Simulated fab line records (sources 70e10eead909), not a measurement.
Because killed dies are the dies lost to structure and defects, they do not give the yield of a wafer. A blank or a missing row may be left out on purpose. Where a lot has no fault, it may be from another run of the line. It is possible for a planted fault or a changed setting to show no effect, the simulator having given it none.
Chamber matching -- flow nand-harc -- NHARC_P_M0_DEP_32 on pecvd-02 has 3 sister chambers
The step deposits SiCN, target thk 30 nm. 3 wafers are shown with their chamber, then 9 later ones without.

## EACH WAFER AND ITS CHAMBER
wafer,chamber,heater-power-w (W)
L086.3,2,537
L089.3,0,570
L089.5,1,667

## WAFERS WITHOUT THEIR CHAMBER
wafer,heater-power-w (W)
L091.2,582
L091.4,726
L091.5,532
L094.2,585
L094.4,589
L094.5,539
L097.3,570
L097.5,513
L097.6,720

## WHICH CHAMBER EACH ONE RAN IN
wafer,from the rows above,in truth
L091.2,can't be placed: 0 or 2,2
L091.4,1,1
L091.5,can't be placed: 2 or 0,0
L094.2,can't be placed: 0 or 2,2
L094.4,can't be placed: 0 or 2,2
L094.5,can't be placed: 2 or 0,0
L097.3,can't be placed: 0 or 2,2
L097.5,can't be placed: 2 or 0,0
L097.6,1,1
Correctly placed: 2 of 9. Can't be placed from these rows: 7 (the true chamber is among the candidates in 7). Placed wrongly: 0.
How it was worked out, from the rows above alone: a wafer's distance from a chamber is the root of the sum, over the readings, of the square of ((its reading less the chamber's mean) divided by the reading's scatter). If the next closest chamber is less than 2 further off than the closest, the wafer can't be placed; otherwise it belongs to the closest. The mean given for a chamber averages the wafers shown for that chamber. The scatter: with one shown wafer a chamber, the root of the mean of the squares of how far each hidden wafer lies from its nearest shown one.
